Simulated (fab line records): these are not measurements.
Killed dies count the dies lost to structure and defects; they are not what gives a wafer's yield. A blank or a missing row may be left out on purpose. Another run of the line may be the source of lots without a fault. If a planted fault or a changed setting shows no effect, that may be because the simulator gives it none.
Check of tool commonality    flow nand-harc    Sampled: 12 lots, 36 wafers

REASON FOR OPENING
At NHARC_P_GATE_CD_MEAS_59 the reading cd-nm is flagged on 2 of 12 lots. Wafers without a fault read 719.8 nm, standard deviation 2.
Rule: flag the lot when none of its wafers has a number, or when each of its wafers that has one lies beyond 4 standard deviations from that mean. As for the other lots, they are considered sound.

lot   measured      on         cd-nm (nm), wafer by wafer  flag
L856  day 5 11:23   cd-sem-03  722.4 720.7 720.8           
L858  day 6 15:01   cd-sem-02  721.4 722.2 721.3           
L859  day 6 16:11   cd-sem-01  714.9 717.5 716.2           
L860  day 7 03:56   cd-sem-02  720.1 719.6 720.3           
L861  day 7 15:19   cd-sem-03  720.5 721.3 721.6           
L862  day 8 01:38   cd-sem-01  717.7 715.5 718.8           
L863  day 8 17:17   cd-sem-03  718.3 720.2 719.4           
L864  day 8 19:31   cd-sem-03  723.3 722.3 723.1           
L866  day 9 17:47   cd-sem-03  719.5 721.4 721.2           
L868  day 10 22:15  cd-sem-02  716.5 720.1 717.4           
L873  day 12 10:06  cd-sem-02  705.0 704.0 705.5           FLAGGED
L875  day 13 10:59  cd-sem-02  706.0 705.3 704.3           FLAGGED
The mean of the flagged lots' numbers is 705.0 nm, -14.8 nm from the usual (-7 standard deviations).

WHICH TOOL RAN EACH LOT
The record holds 2 process steps before the reading, out of a route of 1302 steps. Every cell lists first the tool, next ch and the chambers used by the sampled wafers, and last the start.
lot   flag     NHARC_P_STI_CMP_21            NHARC_P_GATE_PEB_57
L856           cmp-04 ch 1,2, day 3 13:46    litho-track-02 ch 0, day 5 11:18
L858           cmp-03 ch 1,2,3, day 4 14:20  litho-track-02 ch 0, day 6 14:56
L859           cmp-04 ch 0,2,3, day 4 20:19  litho-track-07 ch 0, day 6 16:05
L860           cmp-03 ch 0,2, day 5 07:16    litho-track-02 ch 0, day 7 03:50
L861           cmp-03 ch 0,2,3, day 5 18:26  litho-track-02 ch 0, day 7 15:14
L862           cmp-02 ch 0,1,2, day 6 01:29  litho-track-07 ch 0, day 8 01:32
L863           cmp-04 ch 0,1,2, day 6 14:09  litho-track-07 ch 0, day 8 17:11
L864           cmp-02 ch 0,1,2, day 6 21:46  litho-track-02 ch 0, day 8 19:26
L866           cmp-02 ch 1,2, day 7 20:51    litho-track-02 ch 0, day 9 17:41
L868           cmp-02 ch 2,3, day 8 19:07    litho-track-07 ch 0, day 10 22:10
L873  FLAGGED  cmp-04 ch 1,3, day 10 14:20   litho-track-02 ch 0, day 12 10:01
L875  FLAGGED  cmp-04 ch 1,3, day 11 10:55   litho-track-02 ch 0, day 13 10:54
These steps, and what they do:
- NHARC_P_STI_CMP_21: polishes, t overpolish 20 s, target thk 380.67 nm.
- NHARC_P_GATE_PEB_57: peb time 85 s.
- NHARC_P_GATE_CD_MEAS_59: target cd 720 nm.

FLAGGED OVER TOTAL, TOOL BY TOOL (the gauges that took the reading come last)
step                     tool            lots run  flagged  share of the flagged lots  sound lots run after its first flagged lot
NHARC_P_STI_CMP_21       cmp-02          4         0        none                       -
NHARC_P_STI_CMP_21       cmp-03          3         0        none                       -
NHARC_P_STI_CMP_21       cmp-04          5         2        all                        0
NHARC_P_GATE_PEB_57      litho-track-02  8         2        all                        0
NHARC_P_GATE_PEB_57      litho-track-07  4         0        none                       -
NHARC_P_GATE_CD_MEAS_59  cd-sem-01       2         0        none                       -
NHARC_P_GATE_CD_MEAS_59  cd-sem-02       5         2        all                        0
NHARC_P_GATE_CD_MEAS_59  cd-sem-03       5         0        none                       -

WHAT THE TABLE ALLOWS
In the table, 3 rows ran each flagged lot (cmp-04 at NHARC_P_STI_CMP_21; litho-track-02 at NHARC_P_GATE_PEB_57; cd-sem-02 at NHARC_P_GATE_CD_MEAS_59).
- cmp-04 at NHARC_P_STI_CMP_21 ran 5 lots, 2 of them flagged. Its last sound lot is L863 (day 6 14:09), its first flagged lot L873 (day 10 14:20): a fault that began between those two fits.
- litho-track-02 at NHARC_P_GATE_PEB_57 ran 8 lots, 2 of them flagged. Its last sound lot is L866 (day 9 17:41), its first flagged lot L873 (day 12 10:01): a fault that began between those two fits. Its own readings (heater-power-total-W, plate-temp-C) fall more than 4 standard deviations out on all wafers of the flagged lots.
- cd-sem-02 at NHARC_P_GATE_CD_MEAS_59 ran 5 lots, 2 of them flagged. Its last sound lot is L868 (day 10 22:15), its first flagged lot L873 (day 12 10:06): a fault that began between those two fits.
Because each of these 3 tools fits a fault that began at some hour, counting lots does not separate them. More lots, or a look at what each step does to the wafer, might.

WHAT HAD BEEN PUT IN BY THE SIMULATOR
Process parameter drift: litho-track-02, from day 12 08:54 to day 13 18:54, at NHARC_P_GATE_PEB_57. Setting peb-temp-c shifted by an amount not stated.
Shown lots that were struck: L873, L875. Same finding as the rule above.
